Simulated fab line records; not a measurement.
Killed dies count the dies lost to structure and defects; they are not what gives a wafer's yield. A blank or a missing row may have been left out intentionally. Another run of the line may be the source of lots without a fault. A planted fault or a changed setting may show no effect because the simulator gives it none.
Matching of chambers + flow nandHarc + rieDiel-07 running NHARC_A_SLIT_ETCH_24: 4 sister chambers
The step etches the open film in CF4/CHF3, target depth 121 nm, time 60.5 s. 18 wafers are shown with their chamber, then 9 later ones without.

## WAFERS PAIRED WITH THEIR CHAMBERS
| wafer  | chamber | drypumpMotorCurrentA (A) | showerheadPlenumPTorr (Torr) | rfVppV (V) |
|--------|---------|--------------------------|------------------------------|------------|
| L074.1 | 1       | 6.2                      | 1.66                         | 373.9      |
| L074.3 | 3       | 5.2                      | 1.68                         | 374.2      |
| L074.6 | 3       | 5.2                      | 1.68                         | 374.1      |
| L079.1 | 3       | 5.2                      | 1.68                         | 374.3      |
| L079.3 | 1       | 6.2                      | 1.66                         | 372.6      |
| L079.6 | 0       | 5.8                      | 1.63                         | 371.9      |
| L081.2 | 1       | 6.2                      | 1.65                         | 372.2      |
| L081.4 | 0       | 5.8                      | 1.63                         | 371.9      |
| L081.6 | 2       | 5.9                      | 1.61                         | 372.0      |
| L082.3 | 3       | 5.2                      | 1.67                         | 374.7      |
| L082.4 | 2       | 5.9                      | 1.61                         | 371.5      |
| L082.6 | 2       | 5.9                      | 1.61                         | 371.7      |
| L085.1 | 0       | 5.8                      | 1.63                         | 372.8      |
| L085.2 | 2       | 5.8                      | 1.61                         | 371.6      |
| L085.3 | 1       | 6.2                      | 1.66                         | 373.3      |
| L084.2 | 2       | 5.9                      | 1.61                         | 372.2      |
| L084.4 | 3       | 5.2                      | 1.67                         | 373.4      |
| L084.5 | 1       | 6.2                      | 1.65                         | 372.1      |

SIGNATURES (means of the wafers above)
| reading               | chamber 0 | chamber 1 | chamber 2 | chamber 3 | scatter within a chamber |
|-----------------------|-----------|-----------|-----------|-----------|--------------------------|
| drypumpMotorCurrentA  | 5.800     | 6.200     | 5.880     | 5.200     | 0.0239                   |
| showerheadPlenumPTorr | 1.6300    | 1.6560    | 1.6100    | 1.6760    | 0.00414                  |
| rfVppV                | 372.200   | 372.820   | 371.800   | 374.140   | 0.542                    |
Rule: a wafer's distance from a chamber is the root of the sum, over the readings, of the square of ((its reading less the chamber's mean) divided by the reading's scatter). If the next closest chamber is less than 2 further off than the closest, the wafer can't be placed; otherwise it belongs to the closest. The scatter is the square root of a quotient: the sum, over the shown wafers, of each reading's squared deviation from its chamber's mean, divided by wafers minus chambers.

## WAFERS MISSING THEIR CHAMBER
| wafer  | drypumpMotorCurrentA (A) | showerheadPlenumPTorr (Torr) | rfVppV (V) |
|--------|--------------------------|------------------------------|------------|
| L089.1 | 6.2                      | 1.65                         | 375.3      |
| L089.4 | 5.9                      | 1.61                         | 372.4      |
| L089.6 | 5.8                      | 1.61                         | 371.4      |
| L093.3 | 5.8                      | 1.63                         | 373.1      |
| L093.4 | 5.9                      | 1.61                         | 372.1      |
| L093.6 | 6.2                      | 1.65                         | 374.1      |
| L095.2 | 6.2                      | 1.65                         | 372.1      |
| L095.3 | 5.8                      | 1.61                         | 370.9      |
| L095.6 | 6.2                      | 1.65                         | 373.8      |

## WHICH CHAMBER EACH WENT THROUGH
| wafer  | from the rows above     | in truth |
|--------|-------------------------|----------|
| L089.1 | 1                       | 1        |
| L089.4 | 2                       | 2        |
| L089.6 | can't be placed: 2 or 0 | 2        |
| L093.3 | 0                       | 0        |
| L093.4 | 2                       | 2        |
| L093.6 | 1                       | 1        |
| L095.2 | 1                       | 1        |
| L095.3 | can't be placed: 2 or 0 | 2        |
| L095.6 | 1                       | 1        |
Placed correctly: 7 of 9. These rows do not allow placing 2 (true chamber among the candidates in 2). Wrongly placed: 0.
